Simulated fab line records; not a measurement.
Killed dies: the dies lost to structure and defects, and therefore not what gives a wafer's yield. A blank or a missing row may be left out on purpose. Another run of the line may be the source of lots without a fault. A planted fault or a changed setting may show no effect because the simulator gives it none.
fab line records	flow n5Finfet
[record] lots = 24	wafers = 72	lastDay = 17
route steps=1938 shown MOL_CONTACT_COAG@592 BEOL_M0_SAQP@650
lots that met no fault: taken from a fault-free run of the same line
startH: hours from the record's first day to the start of the lot's first wafer shown	waitH: hours since the lot's step before	" unchanged from the row above	L1.1+2: several wafers, shown together as one row	- value missing, or start not given	* or withheld: withheld	< > ~ a bound
route shown NAME@n: a module of which the file shows steps, and the number in the route of the first	usual: the fault-free wafers' mean and standard deviation	same: alike in all rows	chamber/n: place in a boat	sites: readings site by site	_std_site: how widely they spread, as a standard deviation	_edge_site: outer sites' mean less inner sites'	radiusMm: for every site, how far away it sits from the centre of the wafer	mask NAME#n: copy n	behind: tool/chamber where the wafer was last shaped	hold: reason for holding the lot/hours on hold/outcome of the hold	device: whichever transistor did not switch (one of n, p or np)	end of line: the route-end tests of the same wafers	for a step that has no rows: nothing shown but its recipe	killed: dies that structure and defects cost at the first sort, which is not the same as the wafer's yield	map: shows each die of a wafer: x if killed, . if not, _ if none is there
set.NAME: the setting the step ran with; set.NAME@STEP: the setting that earlier step ran with	model.NAME: the simulator's own value behind a step, which no gauge read
a sample of lots followed through the steps of the route, with each step as a table and each wafer as a row
services: a tool's chamber out of use, with start hour (startH, from the record's first day; less than 0 if before it), hours out, and reason
[[steps]]
[step N5_MOL_CONTACT_COAG_CD_MEAS_137]
[recipe] targetCdNm = 16
[usual] cdNm = 16.0/0.42
lot.wafer	tool	chamber	startH	waitH	cdNm
L074.2	cdSem-03	-	103.91	0.0	15.9
L074.3	"	-	"	"	15.4
L074.4	"	-	"	"	15.8
L075.4	cdSem-01	-	104.66	0.0	15.4
L075.5	"	-	"	"	15.8
L075.6	"	-	"	"	16.1
L076.2	cdSem-03	-	112.05	0.0	15.6
L076.3	"	-	"	"	16.4
L076.6	"	-	"	"	15.8
L077.3	cdSem-01	-	115.64	0.0	16.5
L077.5	"	-	"	"	16.2
L077.6	"	-	"	"	16.0
L078.2	cdSem-02	-	124.71	0.0	16.1
L078.3	"	-	"	"	16.0
L078.4	"	-	"	"	16.4
L079.1	cdSem-03	-	132.97	0.0	17.0
L079.2	"	-	"	"	15.9
L079.6	"	-	"	"	16.2
L080.1	cdSem-02	-	133.29	0.0	16.7
L080.3	"	-	"	"	15.9
L080.4	"	-	"	"	16.8
L081.1	cdSem-03	-	142.52	0.0	16.3
L081.3	"	-	"	"	15.8
L081.6	"	-	"	"	16.3
L082.1	cdSem-01	-	146.66	0.0	16.3
L082.3	"	-	"	"	16.1
L082.4	"	-	"	"	15.3
L083.1	cdSem-03	-	151.04	0.0	15.6
L083.4	"	-	"	"	16.0
L083.5	"	-	"	"	16.1
L084.2	cdSem-01	-	157.31	0.0	16.2
L084.3	"	-	"	"	15.9
L084.6	"	-	"	"	15.5
L085.2	cdSem-03	-	166.82	0.0	16.1
L085.4	"	-	"	"	16.6
L085.5	"	-	"	"	15.6
L086.2	cdSem-03	-	170.42	0.0	15.6
L086.3	"	-	"	"	15.9
L086.6	"	-	"	"	15.9
L087.3	cdSem-01	-	176.72	0.0	16.2
L087.5	"	-	"	"	15.7
L087.6	"	-	"	"	16.0
L088.1	cdSem-03	-	185.00	0.0	15.4
L088.5	"	-	"	"	15.8
L088.6	"	-	"	"	16.5
L089.1	cdSem-02	-	191.03	0.0	15.9
L089.2	"	-	"	"	15.5
L089.3	"	-	"	"	16.6
L090.1	cdSem-03	-	194.66	0.0	16.0
L090.3	"	-	"	"	16.0
L090.5	"	-	"	"	16.1
L091.2	cdSem-01	-	197.85	0.0	16.6
L091.5	"	-	"	"	16.1
L091.6	"	-	"	"	16.1
L092.1	cdSem-03	-	205.18	0.0	16.2
L092.2	"	-	"	"	15.5
L092.4	"	-	"	"	15.4
L093.2	cdSem-02	-	211.00	0.0	15.8
L093.3	"	-	"	"	16.4
L093.4	"	-	"	"	15.4
L094.3	cdSem-03	-	222.34	0.0	15.7
L094.4	"	-	"	"	16.1
L094.6	"	-	"	"	15.4
L095.2	cdSem-01	-	222.97	0.0	16.2
L095.5	"	-	"	"	16.0
L095.6	"	-	"	"	15.7
L096.4	cdSem-02	-	231.94	0.0	15.6
L096.5	"	-	"	"	14.8
L096.6	"	-	"	"	16.1
L097.2	cdSem-01	-	240.05	0.0	16.8
L097.4	"	-	"	"	16.3
L097.6	"	-	"	"	16.1
[step N5_MOL_CONTACT_COAG_ETCH_65]
[recipe] chemistry = N2/H2	target = underlayer	targetDepthA = 130	maskMaterial = CAR-EUV	timeS = 10.4	ionEnergyEv = 200	pressureMtorr = 30	sourceW = 840	biasW = 150	n2FlowSccm = 200	h2FlowSccm = 200	ends = cleared
[usual] drypumpMotorCurrentA = 5.8/0.52	etchRfOnTimeS = 10.5/0.32	n2FlowSccm = 200.0/0.54	oesProductAu = 0.71/0.075	rfVppV = 523.2/1.5	showerheadPlenumPTorr = 2.52/0.059	throttleValvePct = 17.9/0.35
lot.wafer	tool	chamber	startH	waitH	drypumpMotorCurrentA	etchRfOnTimeS	n2FlowSccm	oesProductAu	rfHoursCounterH	rfVppV	showerheadPlenumPTorr	throttleValvePct
L074.2	rieDiel-05	1	104.99	0.0	5.8	10.4	201.1	0.78	23	522.8	2.46	17.5
L074.3	"	0	"	"	5.1	10.3	200.0	0.76	34	522.1	2.48	17.7
L074.4	"	0	"	"	5.1	10.2	199.8	0.77	-	522.0	2.48	17.7
L075.4	rieDiel-05	1	105.68	0.0	5.8	10.4	200.0	0.78	-	522.1	2.46	17.5
L075.5	"	0	"	"	5.1	10.3	200.0	0.77	-	521.6	2.48	17.7
L075.6	"	2	"	"	6.7	11.3	200.1	0.61	-	524.0	2.56	18.6
L076.2	rieDiel-04	1	112.65	0.0	5.4	10.3	199.2	0.76	29	523.8	2.61	17.8
L076.3	"	0	"	"	5.9	10.7	199.9	0.67	102	522.2	2.48	18.0
L076.6	"	1	"	"	5.4	10.3	200.1	0.76	-	525.3	2.61	17.8
L077.3	rieDiel-05	3	116.12	0.0	5.0	10.6	201.2	0.86	0	523.3	2.50	17.6
L077.5	"	1	"	"	5.8	10.3	199.9	0.76	-	522.4	2.45	17.6
L077.6	"	0	"	"	5.1	10.3	199.5	0.76	-	521.6	2.48	17.7
L078.2	rieDiel-04	3	125.19	0.0	6.1	10.0	199.9	0.84	6	522.4	2.48	17.4
L078.3	"	1	"	"	5.4	10.4	199.5	0.76	34	525.4	2.61	17.8
L078.4	"	0	"	"	5.9	10.8	199.4	0.67	106	522.3	2.48	18.0
L079.1	rieDiel-04	2	133.68	0.0	5.4	10.3	200.6	0.83	5	522.3	2.52	17.7
L079.2	"	1	"	"	5.4	10.3	199.5	0.75	37	524.4	2.61	17.8
L079.6	"	0	"	"	5.9	10.8	200.1	0.66	-	522.0	2.48	18.0
L080.1	rieDiel-05	3	134.55	0.0	5.0	10.4	199.8	0.83	7	523.5	2.49	17.7
L080.3	"	2	"	"	6.7	11.3	199.5	0.60	168	524.9	2.55	18.6
L080.4	"	1	"	"	5.8	10.3	198.3	0.75	36	522.4	2.45	17.6
L081.1	rieDiel-01	0	143.14	0.0	6.3	10.4	200.1	0.68	127	523.6	2.58	18.0
L081.3	"	1	"	"	5.7	10.5	200.8	0.59	211	523.5	2.53	18.6
L081.6	"	0	"	"	6.3	10.4	199.8	0.67	-	523.5	2.58	18.0
L082.1	rieDiel-04	3	147.26	0.0	6.0	10.0	199.5	0.83	13	522.6	2.48	17.4
L082.3	"	0	"	"	5.9	10.6	199.7	0.67	114	520.7	2.48	18.0
L082.4	"	2	"	"	5.3	10.2	200.4	0.82	8	521.9	2.52	17.7
L083.1	rieDiel-01	1	151.64	0.0	5.8	10.6	200.1	0.59	215	523.1	2.52	18.6
L083.4	"	3	"	"	6.0	10.3	199.7	0.71	88	525.8	2.56	17.9
L083.5	"	0	"	"	6.3	10.4	200.4	0.68	-	523.1	2.58	18.0
L084.2	rieDiel-01	2	158.22	0.0	5.3	10.2	199.7	0.66	130	528.6	2.66	18.0
L084.3	"	3	"	"	6.0	10.3	199.6	0.70	92	524.5	2.56	17.9
L084.6	"	2	"	"	5.3	10.3	199.3	0.65	-	527.6	2.66	18.0
L085.2	rieDiel-04	2	167.55	0.0	5.4	10.3	200.3	0.81	14	522.4	2.52	17.7
L085.4	"	3	"	"	6.0	10.1	200.8	0.82	19	521.8	2.48	17.4
L085.5	"	1	"	"	5.4	10.5	200.8	0.74	-	523.2	2.60	17.9
L086.2	rieDiel-05	3	171.02	0.0	5.0	10.4	199.3	0.80	21	522.5	2.49	17.7
L086.3	"	1	"	"	5.8	10.3	200.1	0.75	48	521.7	2.45	17.6
L086.6	"	0	"	"	5.1	10.1	199.6	0.74	-	522.3	2.47	17.8
L087.3	rieDiel-04	3	177.20	0.0	6.0	10.1	200.4	0.80	22	522.4	2.47	17.5
L087.5	"	1	"	"	5.4	10.5	200.1	0.73	-	523.5	2.60	17.8
L087.6	"	0	"	"	5.9	10.8	199.8	0.65	-	521.9	2.47	18.0
L088.1	rieDiel-04	0	185.48	0.0	5.9	10.9	199.4	0.65	127	521.1	2.47	18.0
L088.5	"	2	"	"	5.4	10.5	199.6	0.78	-	522.4	2.52	17.8
L088.6	"	1	"	"	5.4	10.5	199.6	0.73	-	523.8	2.60	17.9
L089.1	rieDiel-05	1	191.63	0.0	5.7	10.3	199.7	0.73	56	521.3	2.44	17.6
L089.2	"	2	"	"	6.7	11.3	200.6	0.59	189	524.8	2.55	18.6
L089.3	"	0	"	"	5.1	10.2	200.6	0.73	67	522.4	2.47	17.8
L090.1	rieDiel-05	1	195.26	0.0	5.8	10.3	200.1	0.72	57	522.5	2.44	17.6
L090.3	"	3	"	"	5.0	10.5	199.9	0.77	29	523.4	2.48	17.7
L090.5	"	3	"	"	5.0	10.5	199.9	0.78	-	521.8	2.48	17.7
L091.2	rieDiel-04	2	198.44	0.0	5.4	10.4	199.9	0.77	23	522.0	2.52	17.8
L091.5	"	1	"	"	5.5	10.4	200.8	0.71	-	523.6	2.60	17.9
L091.6	"	0	"	"	5.9	10.9	199.7	0.65	-	523.0	2.47	18.0
L092.1	rieDiel-05	1	205.78	0.0	5.8	10.2	199.9	0.73	61	521.9	2.44	17.6
L092.2	"	2	"	"	6.7	11.0	201.3	0.59	193	524.4	2.54	18.6
L092.4	"	0	"	"	5.1	10.1	200.9	0.72	72	522.2	2.47	17.8
L093.2	rieDiel-01	2	211.59	0.0	5.3	10.4	199.3	0.64	145	526.6	2.65	18.0
L093.3	"	0	"	"	6.3	10.3	199.9	0.67	150	525.5	2.57	18.1
L093.4	"	1	"	"	5.8	10.5	199.4	0.58	233	522.7	2.52	18.7
L094.3	rieDiel-05	3	222.84	0.0	5.0	10.6	200.3	0.75	39	522.8	2.48	17.7
L094.4	"	0	"	"	5.1	10.1	200.7	0.72	79	521.2	2.46	17.8
L094.6	"	1	"	"	5.8	10.4	200.9	0.71	-	522.8	2.44	17.6
L095.2	rieDiel-01	3	223.45	0.0	6.0	10.3	199.7	0.67	112	524.3	2.55	17.9
L095.5	"	2	"	"	5.3	10.5	199.5	0.63	-	525.8	2.65	18.0
L095.6	"	3	"	"	6.0	10.4	200.2	0.67	-	525.6	2.55	17.9
L096.4	rieDiel-01	0	232.41	0.0	6.3	10.3	199.2	0.65	157	523.5	2.57	18.1
L096.5	"	0	"	"	6.3	10.4	200.3	0.66	-	522.9	2.57	18.1
L096.6	"	3	"	"	6.0	10.4	200.1	0.67	-	524.6	2.55	17.9
L097.2	rieDiel-05	0	240.65	0.0	5.1	10.0	199.8	0.71	85	520.7	2.46	17.8
L097.4	"	2	"	"	6.7	11.1	199.5	0.59	206	523.3	2.54	18.6
L097.6	"	2	"	"	6.7	11.0	199.9	0.59	-	521.9	2.54	18.6
[step N5_MOL_CONTACT_COAG_ETCH_66]
[recipe] chemistry = CF4	target = SiARC	targetDepthA = 130	maskMaterial = CAR-EUV	timeS = 21.7	ionEnergyEv = 80	pressureMtorr = 40	sourceW = 545	biasW = 36	Ar_flow_sccm = 100	cf4FlowSccm = 100	ends = cleared
[usual] drypumpMotorCurrentA = 5.8/0.51	etchRfOnTimeS = 21.8/0.65	mfcArSccm = 100.0/0.32	oesProductAu = 0.71/0.073	rfVppV = 183.9/0.97	showerheadPlenumPTorr = 2.13/0.045	throttleValvePct = 15.62/0.24
lot.wafer	tool	chamber	startH	waitH	drypumpMotorCurrentA	etchRfOnTimeS	mfcArSccm	oesProductAu	rfHoursCounterH	rfVppV	showerheadPlenumPTorr	throttleValvePct
L074.2	rieDiel-05	1	105.01	0.0	5.8	21.9	99.9	0.76	23	184.4	2.09	15.45
L074.3	"	0	"	"	5.1	21.4	100.3	0.77	34	184.1	2.11	15.42
L074.4	"	0	"	"	5.1	21.5	100.2	0.77	-	184.3	2.11	15.41
L075.4	rieDiel-05	1	105.72	0.0	5.8	22.2	100.5	0.76	-	183.6	2.09	15.45
L075.5	"	0	"	"	5.1	21.6	99.7	0.76	-	182.2	2.11	15.42
L075.6	"	2	"	"	6.7	23.5	100.2	0.61	-	184.3	2.13	15.99
L076.2	rieDiel-04	1	112.67	0.0	5.4	21.4	99.4	0.76	29	186.0	2.18	15.56
L076.3	"	0	"	"	5.9	22.3	99.4	0.68	102	182.4	2.07	15.48
L076.6	"	1	"	"	5.4	21.7	99.6	0.76	-	186.3	2.18	15.54
L077.3	rieDiel-05	3	116.14	0.0	5.0	21.9	99.8	0.88	0	183.1	2.13	15.49
L077.5	"	1	"	"	5.8	21.9	99.8	0.77	-	182.9	2.09	15.45
L077.6	"	0	"	"	5.1	21.3	99.6	0.76	-	182.6	2.11	15.43
L078.2	rieDiel-04	3	125.21	0.0	6.0	21.3	100.5	0.83	6	184.1	2.11	15.29
L078.3	"	1	"	"	5.4	21.5	100.2	0.75	34	184.6	2.18	15.54
L078.4	"	0	"	"	5.9	22.6	100.1	0.67	106	183.2	2.07	15.48
L079.1	rieDiel-04	2	133.70	0.0	5.4	21.6	99.7	0.82	5	183.7	2.10	15.27
L079.2	"	1	"	"	5.4	21.5	99.9	0.75	37	184.2	2.18	15.57
L079.6	"	0	"	"	5.9	22.4	99.9	0.66	-	181.7	2.06	15.50
L080.1	rieDiel-05	3	134.57	0.0	5.0	22.3	99.6	0.81	7	183.4	2.13	15.51
L080.3	"	2	"	"	6.7	23.4	100.0	0.60	168	184.1	2.12	16.00
L080.4	"	1	"	"	5.8	21.8	99.6	0.75	36	184.2	2.09	15.47
L081.1	rieDiel-01	0	143.16	0.0	6.3	21.6	100.0	0.67	127	183.6	2.18	15.74
L081.3	"	1	"	"	5.8	22.1	99.9	0.59	211	183.3	2.10	16.10
L081.6	"	0	"	"	6.3	21.3	99.9	0.68	-	184.9	2.18	15.73
L082.1	rieDiel-04	3	147.28	0.0	6.0	21.2	99.9	0.83	13	181.7	2.11	15.32
L082.3	"	0	"	"	5.9	22.3	100.1	0.67	114	183.6	2.06	15.50
L082.4	"	2	"	"	5.4	21.5	99.4	0.81	8	184.0	2.10	15.26
L083.1	rieDiel-01	1	151.66	0.0	5.7	22.3	100.0	0.59	215	183.9	2.10	16.10
L083.4	"	3	"	"	6.0	21.7	100.5	0.70	88	183.4	2.18	15.77
L083.5	"	0	"	"	6.3	21.8	99.8	0.67	-	183.9	2.18	15.74
L084.2	rieDiel-01	2	158.24	0.0	5.3	21.0	100.4	0.66	130	186.1	2.23	15.69
L084.3	"	3	"	"	6.0	21.9	100.4	0.69	92	184.2	2.18	15.77
L084.6	"	2	"	"	5.3	21.2	100.3	0.66	-	184.9	2.24	15.69
L085.2	rieDiel-04	2	167.57	0.0	5.4	21.5	100.3	0.80	14	183.9	2.09	15.26
L085.4	"	3	"	"	6.0	20.9	100.6	0.82	19	185.1	2.11	15.32
L085.5	"	1	"	"	5.4	21.4	100.1	0.74	-	183.3	2.18	15.57
L086.2	rieDiel-05	3	171.04	0.0	5.0	21.6	100.3	0.80	21	183.8	2.13	15.53
L086.3	"	1	"	"	5.8	21.5	99.8	0.74	48	184.5	2.08	15.48
L086.6	"	0	"	"	5.1	20.9	99.5	0.75	-	184.5	2.10	15.48
L087.3	rieDiel-04	3	177.22	0.0	6.0	21.0	99.8	0.81	22	183.4	2.11	15.32
L087.5	"	1	"	"	5.4	21.3	99.8	0.74	-	183.0	2.18	15.59
L087.6	"	0	"	"	5.9	22.1	99.9	0.66	-	183.6	2.06	15.53
L088.1	rieDiel-04	0	185.50	0.0	5.9	22.1	100.1	0.65	127	183.8	2.06	15.52
L088.5	"	2	"	"	5.4	21.4	100.3	0.79	-	184.3	2.09	15.27
L088.6	"	1	"	"	5.4	21.3	100.1	0.73	-	185.0	2.17	15.59
L089.1	rieDiel-05	1	191.65	0.0	5.8	21.9	99.8	0.72	56	183.6	2.08	15.50
L089.2	"	2	"	"	6.7	23.3	99.7	0.60	189	185.4	2.12	16.06
L089.3	"	0	"	"	5.1	21.2	100.3	0.74	67	183.9	2.10	15.48
L090.1	rieDiel-05	1	195.28	0.0	5.8	21.8	99.8	0.72	57	182.7	2.08	15.51
L090.3	"	3	"	"	5.0	22.0	99.9	0.77	29	183.2	2.12	15.53
L090.5	"	3	"	"	4.9	21.9	100.3	0.78	-	182.8	2.12	15.54
L091.2	rieDiel-04	2	198.46	0.0	5.3	21.5	100.2	0.78	23	184.4	2.09	15.29
L091.5	"	1	"	"	5.5	21.3	100.1	0.73	-	185.1	2.17	15.62
L091.6	"	0	"	"	5.9	21.9	100.1	0.66	-	183.0	2.06	15.51
L092.1	rieDiel-05	1	205.80	0.0	5.8	21.8	99.6	0.72	61	183.6	2.08	15.52
L092.2	"	2	"	"	6.7	23.3	100.4	0.60	193	183.7	2.11	16.04
L092.4	"	0	"	"	5.1	21.6	99.6	0.71	72	183.6	2.10	15.51
L093.2	rieDiel-01	2	211.61	0.0	5.3	21.5	100.0	0.64	145	185.0	2.23	15.72
L093.3	"	0	"	"	6.3	21.5	99.5	0.66	150	183.5	2.17	15.80
L093.4	"	1	"	"	5.8	22.3	100.1	0.58	233	182.6	2.09	16.16
L094.3	rieDiel-05	3	222.86	0.0	5.0	22.2	99.8	0.77	39	183.2	2.12	15.56
L094.4	"	0	"	"	5.1	21.2	99.8	0.72	79	182.5	2.10	15.51
L094.6	"	1	"	"	5.8	21.7	99.4	0.71	-	182.8	2.08	15.53
L095.2	rieDiel-01	3	223.47	0.0	6.0	21.7	100.7	0.68	112	183.8	2.17	15.81
L095.5	"	2	"	"	5.3	21.3	99.9	0.64	-	185.2	2.23	15.72
L095.6	"	3	"	"	6.0	21.9	100.5	0.67	-	183.7	2.17	15.81
L096.4	rieDiel-01	0	232.43	0.0	6.3	21.7	99.4	0.66	157	183.5	2.17	15.81
L096.5	"	0	"	"	6.3	21.6	100.0	0.66	-	184.2	2.17	15.80
L096.6	"	3	"	"	6.0	21.9	100.0	0.67	-	185.3	2.17	15.83
L097.2	rieDiel-05	0	240.67	0.0	5.1	21.3	100.3	0.70	85	183.4	2.10	15.53
L097.4	"	2	"	"	6.7	23.1	100.0	0.59	206	184.5	2.11	16.07
L097.6	"	2	"	"	6.7	23.1	100.0	0.58	-	184.8	2.11	16.06
[step N5_BEOL_M0_SAQP_OVL_MEAS_15]
[recipe] pointsPerWafer = 44
[usual] M0_CORE_OVL = -0.4/0.75
lot.wafer	tool	chamber	startH	waitH	M0_CORE_OVL[nm]
L074.2	overlay-01	0	111.36	0.0	0.6
L074.3	"	0	"	"	0.2
L074.4	"	0	"	"	0.2
L075.4	overlay-02	0	114.92	0.0	-0.6
L075.5	"	0	"	"	-1.3
L075.6	"	0	"	"	0.7
L076.2	overlay-02	0	120.09	0.0	0.2
L076.3	"	0	"	"	-0.1
L076.6	"	0	"	"	0.5
L077.3	overlay-02	0	123.64	0.0	0.1
L077.5	"	0	"	"	0.6
L077.6	"	0	"	"	-0.2
L078.2	overlay-01	0	131.35	0.0	0.3
L078.3	"	0	"	"	-0.7
L078.4	"	0	"	"	0.6
L079.1	overlay-01	0	140.11	0.0	-0.3
L079.2	"	0	"	"	-1.1
L079.6	"	0	"	"	-0.5
L080.1	overlay-01	0	143.68	0.0	-0.2
L080.3	"	0	"	"	0.0
L080.4	"	0	"	"	0.3
L081.1	overlay-01	0	149.80	0.0	0.3
L081.3	"	0	"	"	-1.3
L081.6	"	0	"	"	-0.5
L082.1	overlay-02	0	153.69	0.0	-0.3
L082.3	"	0	"	"	0.0
L082.4	"	0	"	"	-1.1
L083.1	overlay-01	0	158.39	0.0	-1.4
L083.4	"	0	"	"	-2.0
L083.5	"	0	"	"	-1.0
L084.2	overlay-02	0	165.41	0.0	0.1
L084.3	"	0	"	"	0.0
L084.6	"	0	"	"	0.1
L085.2	overlay-02	0	174.28	0.0	-0.9
L085.4	"	0	"	"	-0.4
L085.5	"	0	"	"	0.4
L086.2	overlay-02	0	180.27	0.0	-0.5
L086.3	"	0	"	"	-0.1
L086.6	"	0	"	"	-0.3
L087.3	overlay-02	0	184.10	0.0	-0.2
L087.5	"	0	"	"	0.3
L087.6	"	0	"	"	-0.3
L088.1	overlay-02	0	193.22	0.0	1.0
L088.5	"	0	"	"	0.6
L088.6	"	0	"	"	-0.4
L089.1	overlay-01	0	198.00	0.0	-1.0
L089.2	"	0	"	"	-1.7
L089.3	"	0	"	"	-1.1
L090.1	overlay-02	0	201.50	0.0	-0.4
L090.3	"	0	"	"	-0.8
L090.5	"	0	"	"	-0.8
L091.2	overlay-02	0	206.17	0.0	-0.8
L091.5	"	0	"	"	0.3
L091.6	"	0	"	"	-0.5
L092.1	overlay-02	0	212.07	0.0	-0.6
L092.2	"	0	"	"	-0.5
L092.4	"	0	"	"	-0.8
L093.2	overlay-01	0	218.32	0.0	0.3
L093.3	"	0	"	"	0.4
L093.4	"	0	"	"	-0.3
L094.3	overlay-02	0	229.00	0.0	-1.1
L094.4	"	0	"	"	-0.1
L094.6	"	0	"	"	0.0
L095.2	overlay-01	0	232.41	0.0	-0.4
L095.5	"	0	"	"	-0.7
L095.6	"	0	"	"	-0.2
L096.4	overlay-02	0	238.98	0.0	-2.1
L096.5	"	0	"	"	-1.6
L096.6	"	0	"	"	-1.7
L097.2	overlay-01	0	246.62	0.0	-1.3
L097.4	"	0	"	"	-1.0
L097.6	"	0	"	"	-0.3
[step N5_BEOL_M0_SAQP_CD_MEAS_25]
[recipe] targetCdNm = 13.1	landingEnergyEv = 1000	detector = seInlens
[usual] cdNm = 12.84/0.23
[same] landingEnergyEv = 1000
lot.wafer	tool	chamber	startH	waitH	cdNm
L074.2	cdSem-03	0	113.63	0.1	13.19
L074.3	"	0	"	"	12.84
L074.4	"	0	"	"	12.38
L075.4	cdSem-03	0	116.71	0.1	12.52
L075.5	"	0	"	"	13.13
L075.6	"	0	"	"	12.70
L076.2	cdSem-03	0	121.72	0.1	12.64
L076.3	"	0	"	"	12.76
L076.6	"	0	"	"	13.06
L077.3	cdSem-01	0	126.50	0.1	12.69
L077.5	"	0	"	"	12.82
L077.6	"	0	"	"	12.91
L078.2	cdSem-02	0	133.03	0.1	12.91
L078.3	"	0	"	"	12.88
L078.4	"	0	"	"	12.71
L079.1	cdSem-02	0	141.89	0.1	12.79
L079.2	"	0	"	"	12.53
L079.6	"	0	"	"	12.64
L080.1	cdSem-02	0	145.31	0.1	12.77
L080.3	"	0	"	"	12.48
L080.4	"	0	"	"	12.78
L081.1	cdSem-01	0	151.42	0.1	13.17
L081.3	"	0	"	"	13.08
L081.6	"	0	"	"	13.02
L082.1	cdSem-02	0	155.42	0.1	12.86
L082.3	"	0	"	"	12.85
L082.4	"	0	"	"	12.76
L083.1	cdSem-03	0	160.01	0.1	12.99
L083.4	"	0	"	"	13.33
L083.5	"	0	"	"	12.81
L084.2	cdSem-03	0	167.50	0.1	12.99
L084.3	"	0	"	"	13.03
L084.6	"	0	"	"	12.71
L085.2	cdSem-01	0	176.38	0.1	13.30
L085.4	"	0	"	"	13.36
L085.5	"	0	"	"	12.68
L086.2	cdSem-02	0	183.45	0.1	12.89
L086.3	"	0	"	"	12.62
L086.6	"	0	"	"	12.62
L087.3	cdSem-03	0	185.77	0.1	12.82
L087.5	"	0	"	"	12.92
L087.6	"	0	"	"	12.46
L088.1	cdSem-03	0	194.96	0.1	12.93
L088.5	"	0	"	"	12.84
L088.6	"	0	"	"	13.41
L089.1	cdSem-03	0	199.62	0.1	13.06
L089.2	"	0	"	"	12.70
L089.3	"	0	"	"	12.81
L090.1	cdSem-01	0	203.71	0.1	13.08
L090.3	"	0	"	"	13.14
L090.5	"	0	"	"	13.12
L091.2	cdSem-01	0	207.80	0.1	12.88
L091.5	"	0	"	"	12.90
L091.6	"	0	"	"	12.61
L092.1	cdSem-01	0	213.88	0.1	12.77
L092.2	"	0	"	"	12.92
L092.4	"	0	"	"	12.51
L093.2	cdSem-03	0	220.22	0.1	12.74
L093.3	"	0	"	"	12.53
L093.4	"	0	"	"	12.71
L094.3	cdSem-01	0	230.72	0.1	12.67
L094.4	"	0	"	"	13.26
L094.6	"	0	"	"	13.04
L095.2	cdSem-01	0	234.62	0.1	13.10
L095.5	"	0	"	"	13.04
L095.6	"	0	"	"	12.58
L096.4	cdSem-02	0	240.60	0.1	12.76
L096.5	"	0	"	"	12.95
L096.6	"	0	"	"	12.93
L097.2	cdSem-02	0	248.29	0.1	13.50
L097.4	"	0	"	"	12.74
L097.6	"	0	"	"	13.01
[step N5_BEOL_M0_SAQP_INSPECT_42]
[recipe] mode = adi	inspectInstrument = brightfield
[usual] rawDefectCount = 266/72
lot.wafer	tool	chamber	startH	waitH	rawDefectCount
L074.2	defectInspect-01	-	115.85	0.0	228
L074.3	"	-	"	"	183
L074.4	"	-	"	"	269
L075.4	defectInspect-01	-	119.16	0.0	268
L075.5	"	-	"	"	215
L075.6	"	-	"	"	153
L076.2	defectInspect-01	-	123.87	0.0	418
L076.3	"	-	"	"	284
L076.6	"	-	"	"	368
L077.3	defectInspect-02	-	129.05	0.0	419
L077.5	"	-	"	"	268
L077.6	"	-	"	"	236
L078.2	defectInspect-02	-	135.32	0.0	390
L078.3	"	-	"	"	222
L078.4	"	-	"	"	349
L079.1	defectInspect-02	-	144.18	0.1	472
L079.2	"	-	"	"	274
L079.6	"	-	"	"	431
L080.1	defectInspect-02	-	147.52	0.1	283
L080.3	"	-	"	"	330
L080.4	"	-	"	"	295
L081.1	defectInspect-01	-	153.84	0.1	283
L081.3	"	-	"	"	194
L081.6	"	-	"	"	294
L082.1	defectInspect-02	-	157.77	0.1	255
L082.3	"	-	"	"	260
L082.4	"	-	"	"	230
L083.1	defectInspect-02	-	162.20	0.1	230
L083.4	"	-	"	"	252
L083.5	"	-	"	"	298
L084.2	defectInspect-01	-	170.37	0.0	256
L084.3	"	-	"	"	397
L084.6	"	-	"	"	323
L085.2	defectInspect-02	-	178.78	0.0	203
L085.4	"	-	"	"	287
L085.5	"	-	"	"	306
L086.2	defectInspect-02	-	185.71	0.0	260
L086.3	"	-	"	"	252
L086.6	"	-	"	"	197
L087.3	defectInspect-01	-	189.38	0.0	238
L087.5	"	-	"	"	230
L087.6	"	-	"	"	335
L088.1	defectInspect-01	-	197.50	0.1	255
L088.5	"	-	"	"	199
L088.6	"	-	"	"	247
L089.1	defectInspect-01	-	201.78	0.1	331
L089.2	"	-	"	"	218
L089.3	"	-	"	"	196
L090.1	defectInspect-01	-	206.10	0.1	225
L090.3	"	-	"	"	276
L090.5	"	-	"	"	261
L091.2	defectInspect-02	-	210.21	0.0	171
L091.5	"	-	"	"	179
L091.6	"	-	"	"	190
L092.1	defectInspect-02	-	216.37	0.1	226
L092.2	"	-	"	"	287
L092.4	"	-	"	"	316
L093.2	defectInspect-02	-	223.00	0.0	238
L093.3	"	-	"	"	226
L093.4	"	-	"	"	186
L094.3	defectInspect-01	-	233.12	0.0	279
L094.4	"	-	"	"	428
L094.6	"	-	"	"	307
L095.2	defectInspect-02	-	236.77	0.0	269
L095.5	"	-	"	"	275
L095.6	"	-	"	"	212
L096.4	defectInspect-02	-	242.88	0.0	103
L096.5	"	-	"	"	184
L096.6	"	-	"	"	153
L097.2	defectInspect-02	-	250.45	0.0	358
L097.4	"	-	"	"	413
L097.6	"	-	"	"	303
[[services]]
tool	chamber	startH	hours	kind
rieDiel-04	0	87.45	6.6	repair
rieDiel-04	3	94.41	-	clean
rieDiel-04	3	94.41	-	consumableReplace:focusRing
rieDiel-05	3	96.43	-	clean
rieDiel-05	3	96.43	-	consumableReplace:focusRing
rieDiel-05	3	96.43	19.5	scheduledDown
rieDiel-05	3	96.43	19.5	ventCycle
rieDiel-04	2	108.99	-	clean
rieDiel-04	2	108.99	-	consumableReplace:focusRing
rieDiel-04	2	108.99	10.1	scheduledDown
rieDiel-04	2	108.99	10.1	ventCycle
rieDiel-04	-	148.85	0.1	repair
rieDiel-04	2	172.28	4.3	repair
rieDiel-05	0	185.05	3.2	repair
rieDiel-04	-	190.71	1.6	repair
rieDiel-05	1	230.89	5.4	repair
[[key]]
fault none
